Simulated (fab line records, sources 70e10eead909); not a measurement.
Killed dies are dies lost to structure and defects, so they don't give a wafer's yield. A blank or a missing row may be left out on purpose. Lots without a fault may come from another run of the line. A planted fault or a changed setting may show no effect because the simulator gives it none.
A struck lot beside a sound one | flow nand_harc | 44 steps out of a route of 1159
Sound: wafers L110.2, L110.4, L110.6. Struck: wafers L120.1, L120.2, L120.3. The cause comes at the end.
At each step with rows: each side's tool, then ch and its chambers, then its first start. Under that, the readings that differ: sound wafers | struck wafers | difference of the means | sigmas: that difference in standard deviations of wafers without a fault.
alike: readings whose means differ by less than 2 such deviations, and words and numbers that are the same on both sides. not compared: withheld readings, readings that some wafer has no value for, bounds like >300 that may hide the same value, and numbers for which the record gives no deviation and whose values overlap.
The two part at a step that has a row with sigmas, a row that says differs or no value, or rows on one side only. Numbers that don't overlap but have no deviation are shown without sigmas and don't part them. A reading that every wafer of one side lacks parts them only if that side has two wafers or more.

NHARC_P_GATE_INSPECT_28:
  sound on defect_inspect-01, day 6 01:23; struck on defect_inspect-01, day 8 10:46
  alike: raw_defect_count
NHARC_P_GATE_DESCUM_31: chemistry O2, time 3 s.
  sound on rie_diel-13 ch 0,1,3, day 6 01:27; struck on rie_diel-02 ch 1,2,3, day 8 10:49
  alike: drypump_motor_current_A, o2_flow_sccm, oes_product_au, rf_vpp_V, showerhead_plenum_p_Torr, throttle_valve_pct
  not compared: rf_hours_counter_h
then, 1 step without rows for these wafers: NHARC_P_GATE_ETCH_104 (etches the open film in CF4/CHF3, target depth 60 nm).
NHARC_P_GATE_HM_OPEN_105: chemistry O2/COS, target depth 360 nm.
  sound on rie_diel-13 ch 2,3; struck on rie_diel-02 ch 0,1,3
  alike: drypump_motor_current_A, o2_flow_sccm, oes_product_au, rf_vpp_V, showerhead_plenum_p_Torr, throttle_valve_pct
  not compared: rf_hours_counter_h
then, 1 step without rows for these wafers: NHARC_P_GATE_STRIP_106 (strips in O2/COS).
NHARC_P_GATE_ETCH_114: etches the open film in CF4/O2, target depth 30 nm, overetch 3 nm, time 16.5 s.
  sound on rie_diel-13 ch 0,1,2; struck on rie_diel-02 ch 0,1,3
  alike: drypump_motor_current_A, o2_flow_sccm, oes_product_au, rf_vpp_V, showerhead_plenum_p_Torr, throttle_valve_pct
  not compared: rf_hours_counter_h
NHARC_P_GATE_ETCH_32: etches the open film in HBr/Cl2, target depth 150 nm, time 100.1 s.
  sound on rie_si-02 ch 0,1,2, day 6 02:02; struck on rie_si-02 ch 1,2,3, day 8 11:41
  alike: drypump_motor_current_A, oes_product_au, throttle_valve_pct
  not compared: rf_hours_counter_h
NHARC_P_GATE_STRIP_108: strips in O2.
  sound on rie_diel-02 ch 0,1,2, day 6 02:11; struck on rie_diel-13 ch 0,2,3, day 8 11:50
  alike: drypump_motor_current_A, o2_flow_sccm, oes_product_au, rf_vpp_V, showerhead_plenum_p_Torr, throttle_valve_pct
  not compared: rf_hours_counter_h
NHARC_P_GATE_CD_MEAS_33:
  sound on cd_sem-01, day 6 02:24; struck on cd_sem-02, day 8 12:00
  alike: cd_nm
then, 3 steps without rows for these wafers: NHARC_P_GATE_STRIP_35 (strips in SPM, time 600 s); NHARC_P_GATE_PRECLEAN_73 (cleans in SC1); NHARC_P_GATE_SRD_74.
NHARC_P_GATE_ALD_36: deposits SiNx, target thk 20 nm, pulse time 60 s, ald cycles 223.
  sound on ald_sin-03 ch 0,1,3, day 6 03:53; struck on ald_sin-03 ch 0,1,3, day 8 12:28
  alike: heater_power_w, precursor_pulse_height_rel
then, 14 steps without rows for these wafers: NHARC_P_GATE_ETCHBACK_37 (etches the open film in CHF3/O2, target depth 34.5 nm, time 17.2 s); NHARC_P_GATE_STRIP_101 (strips in O2, time 20 s); NHARC_P_GATE_PRECLEAN_97 (cleans in SPM, time 600 s); NHARC_P_GATE_SRD_98; NHARC_P_GATE_PRECLEAN_99 (cleans in SC1); NHARC_P_GATE_SRD_100; NHARC_P_GATE_DEHYDRATE_38 (time 120 s); NHARC_P_GATE_HMDS_39 (time 30 s); NHARC_P_GATE_COAT_40; NHARC_P_GATE_SOFTBAKE_41 (time 95 s); NHARC_P_GATE_EBR_42; NHARC_P_GATE_EXPOSE_43 (exposes mask P NSD, target cd 720 nm); NHARC_P_GATE_PEB_44 (peb time 85 s); NHARC_P_GATE_DEVELOP_45 (time 70 s).
NHARC_P_GATE_CD_MEAS_46: target cd 720 nm.
  sound on cd_sem-02 ch 0, day 6 13:18; struck on cd_sem-02 ch 0, day 8 22:59
  alike: cd_nm
then, 14 steps without rows for these wafers: NHARC_P_GATE_HARDBAKE_47 (time 80 s); NHARC_P_GATE_DESCUM_48 (chemistry O2, time 3 s); NHARC_P_GATE_IMPLANT_49; NHARC_P_GATE_STRIP_111 (strips in N2/H2, time 250 s); NHARC_P_GATE_STRIP_75 (strips in O2); NHARC_P_GATE_STRIP_50 (strips in SPM, time 900 s); NHARC_P_GATE_DEHYDRATE_51 (time 120 s); NHARC_P_GATE_HMDS_52 (time 30 s); NHARC_P_GATE_COAT_53; NHARC_P_GATE_SOFTBAKE_54 (time 95 s); NHARC_P_GATE_EBR_55; NHARC_P_GATE_EXPOSE_56 (exposes mask P PSD, target cd 720 nm); NHARC_P_GATE_PEB_57 (peb time 85 s); NHARC_P_GATE_DEVELOP_58 (time 70 s).
NHARC_P_GATE_INSPECT_68:
  sound on defect_inspect-01, day 6 19:55; struck on defect_inspect-01, day 9 05:40
  reading          | sound       | struck      | difference | sigmas
  raw_defect_count | 209 234 209 | 737 583 731 | +466       | +4
-- the record jumps here: 13 days lie between the struck wafers' starts before and after (it left off in module P_GATE and takes up again in module END, whose first step shown is number 1159 of the route) --
NHARC_END_SORT_01:
  sound on prober-01 ch 0, day 21 00:49; struck on prober-02 ch 0, day 22 12:55
  reading             | sound    | struck    | difference | sigmas
  killed_at_periphery | 2 3 2    | 76 65 59  | +64        | +27
  killed_dies         | 16 24 18 | 106 93 84 | +75        | +6
  alike: killed_at_array, killed_at_other, killed_open, killed_short

WHERE THEY PART
First at NHARC_P_GATE_INSPECT_68; last, within this record, at NHARC_END_SORT_01.

WHY: what the simulator had put in
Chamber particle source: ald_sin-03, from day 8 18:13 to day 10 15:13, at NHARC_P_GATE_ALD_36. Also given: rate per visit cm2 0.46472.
